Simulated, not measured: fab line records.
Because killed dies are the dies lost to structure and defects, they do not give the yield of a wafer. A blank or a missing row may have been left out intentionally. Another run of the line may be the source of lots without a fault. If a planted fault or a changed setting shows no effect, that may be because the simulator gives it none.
Which tool is to blame? ; flow n5_finfet ; 9 lots, 27 wafers sampled, at 5 steps of a route of 1938

## WHAT THE GAUGES SHOWED, per wafer
N5_BEOL_M4_RC_MEAS_101.
lot;measured;on;DIBL_N (mV/V)
L200;day 8 15:29;prober-01;35.6 39.3 37.9
L203;day 9 06:27;prober-02;34.7 31.1 35.3
L209;day 10 14:34;prober-01;34.5 36.8 36.8
L210;day 10 15:20;prober-01;36.0 36.2 37.3
L212;day 11 18:20;prober-02;33.6 35.7 34.1
L215;day 11 20:48;prober-02;38.6 33.9 39.1
L220;day 13 15:20;prober-01;35.9 39.2 35.8
L221;day 13 15:49;prober-01;40.6 38.2 36.6
L223;day 14 14:02;prober-02;38.0 36.1 36.0

## WHAT TOOL EACH LOT RAN ON (gives the tool, then ch and the chambers of the sampled wafers, and finally the start)
lot;N5_HKMG_FIN_ETCH_55;N5_HKMG_FIN_CVD_62;N5_HKMG_FIN_PWFM_ALD_03;N5_HKMG_FIN_ETCH_31
L200;rie_diel-01 ch 0,2,3, day 3 22:32;thermal_cvd_si-02 ch 0,2, day 4 00:11;ald_metal-04 ch 0,1,3, day 4 00:53;rie_diel-03 ch 2,3, day 4 01:51
L203;rie_diel-01 ch 0,1,2, day 4 23:10;thermal_cvd_si-01 ch 0,1,2, day 5 00:49;ald_metal-03 ch 0,1, day 5 01:31;rie_diel-03 ch 0,3, day 5 02:29
L209;rie_diel-01 ch 0,2,3, day 6 09:58;thermal_cvd_si-01 ch 0,2, day 6 11:36;ald_metal-03 ch 2,3, day 6 12:26;rie_diel-01 ch 0,1, day 6 13:19
L210;rie_diel-03 ch 0,1,3, day 6 12:45;thermal_cvd_si-02 ch 0,2, day 6 14:23;ald_metal-03 ch 2,3, day 6 15:06;rie_diel-01 ch 1,3, day 6 16:04
L212;rie_diel-01 ch 0,1,3, day 7 08:45;thermal_cvd_si-02 ch 0,2, day 7 10:23;ald_metal-03 ch 0,2,3, day 7 11:06;rie_diel-01 ch 0,1, day 7 12:43
L215;rie_diel-05 ch 0,2, day 7 22:11;thermal_cvd_si-02 ch 0,2, day 7 23:50;ald_metal-04 ch 2,3, day 8 00:33;rie_diel-03 ch 0,1, day 8 01:23
L220;rie_diel-05 ch 0,2,3, day 9 05:13;thermal_cvd_si-01 ch 0,1,2, day 9 06:55;ald_metal-04 ch 0,2,3, day 9 07:34;rie_diel-03 ch 0,1, day 9 08:32
L221;rie_diel-01 ch 0,2,3, day 9 06:04;thermal_cvd_si-02 ch 0,1, day 9 07:43;ald_metal-04 ch 0,1, day 9 08:34;rie_diel-05 ch 1,2,3, day 9 09:41
L223;rie_diel-03 ch 0,1,2, day 9 21:17;thermal_cvd_si-02 ch 1, day 9 22:56;ald_metal-03 ch 1,2, day 9 23:41;rie_diel-01 ch 1,2, day 10 00:39
- N5_HKMG_FIN_ETCH_55: etches SOC in N2/H2, target depth 240 nm, time 300 s.
- N5_HKMG_FIN_CVD_62: deposits a-Si from Si2H6, target thk 3 nm, time 20.8 s.
- N5_HKMG_FIN_PWFM_ALD_03: deposits TiN, target thk 2 nm, pulse time 1 s, purge time 3 s.
- N5_HKMG_FIN_ETCH_31: etches SiARC in CF4, target depth 45.5 nm, time 75.8 s.

## THE ANSWER, worked out from the rows above alone
Rule: what is usual is taken from the lots themselves. The widest of any qualifying gaps counts: lots, ordered by their means at a reading, are off when they make up no more than a third of the lots, leave a main group of 4 or more, and stand apart from it by 3 or more times the standard deviation of that group's means. A main group whose means are all the same, to the digits that the tables above print for the reading, isn't used. A lot without any number at a reading at which 4 lots or more have one is off too. Where the step has rows for the other lots, those lots are counted as sound.
Across all readings shown, no lot is off: no conclusion can be drawn from this.

## WHAT THE SIMULATOR HAD INSERTED
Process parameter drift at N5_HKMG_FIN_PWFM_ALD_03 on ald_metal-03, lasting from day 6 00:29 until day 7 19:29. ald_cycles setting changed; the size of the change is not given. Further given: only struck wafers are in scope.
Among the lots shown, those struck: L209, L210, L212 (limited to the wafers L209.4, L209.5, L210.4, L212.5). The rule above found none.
